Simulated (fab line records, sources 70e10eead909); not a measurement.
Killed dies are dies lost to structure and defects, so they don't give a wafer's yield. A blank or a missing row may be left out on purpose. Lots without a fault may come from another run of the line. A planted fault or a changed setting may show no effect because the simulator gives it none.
Chamber matching | flow nand_harc | NHARC_A_STAIRCASE_ETCH_253 on rie_diel-06: 4 sister chambers
The step etches the open film in C4F8/O2, target depth 50 nm, time 20.2 s. 18 wafers are shown with their chamber, then 9 later ones without.

WAFERS WITH THEIR CHAMBER
wafer  | chamber | rf_vpp_V (V) | oes_product_au (a.u.)
L080.1 | 3       | 890          | 0.949
L080.2 | 0       | 889          | 0.949
L080.3 | 2       | 906          | 0.946
L080.4 | 1       | 892          | 0.948
L080.5 | 0       | 890          | 0.943
L080.6 | 3       | 889          | 0.952
L082.2 | 2       | 905          | 0.961
L082.3 | 1       | 891          | 0.953
L082.6 | 2       | 905          | 0.955
L081.2 | 3       | 890          | 0.950
L081.4 | 0       | 890          | 0.963
L081.6 | 3       | 889          | 0.957
L083.4 | 1       | 893          | 0.977
L083.5 | 1       | 893          | 0.963
L083.6 | 2       | 906          | 0.996
L083.1 | 2       | 905          | 0.995
L083.2 | 0       | 888          | 0.949
L083.3 | 3       | 889          | 0.986

SIGNATURES (means of the wafers above)
reading        | chamber 0 | chamber 1 | chamber 2 | chamber 3 | scatter within a chamber
rf_vpp_V       | 889.25    | 892.25    | 905.40    | 889.40    | 0.751
oes_product_au | 0.95100   | 0.96025   | 0.97060   | 0.95880   | 0.0166
Rule: a wafer's distance from a chamber is the root of the sum, over the readings, of the square of ((its reading less the chamber's mean) divided by the reading's scatter). The wafer belongs to the nearest chamber; if the next one is less than 2 further off, it can't be placed. The scatter: the root of (the sum of the squares of (reading less its chamber's mean) over the shown wafers, divided by (wafers less chambers)).

WAFERS WITHOUT THEIR CHAMBER
wafer  | rf_vpp_V (V) | oes_product_au (a.u.)
L087.1 | 904          | 0.987
L087.3 | 888          | 0.957
L087.6 | 889          | 0.959
L088.2 | 893          | 0.930
L088.5 | 889          | 0.912
L088.6 | 889          | 0.923
L095.1 | 906          | 0.953
L095.2 | 888          | 0.951
L095.4 | 889          | 0.933

WHICH CHAMBER EACH WENT THROUGH
wafer  | from the rows above     | in truth
L087.1 | 2                       | 2
L087.3 | can't be placed: 0 or 3 | 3
L087.6 | can't be placed: 3 or 0 | 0
L088.2 | 1                       | 1
L088.5 | can't be placed: 0 or 3 | 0
L088.6 | can't be placed: 0 or 3 | 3
L095.1 | 2                       | 2
L095.2 | can't be placed: 0 or 3 | 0
L095.4 | can't be placed: 0 or 3 | 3
Placed correctly: 3 of 9. Can't be placed from these rows: 6 (the true chamber is among the candidates in 6). Placed wrongly: 0.
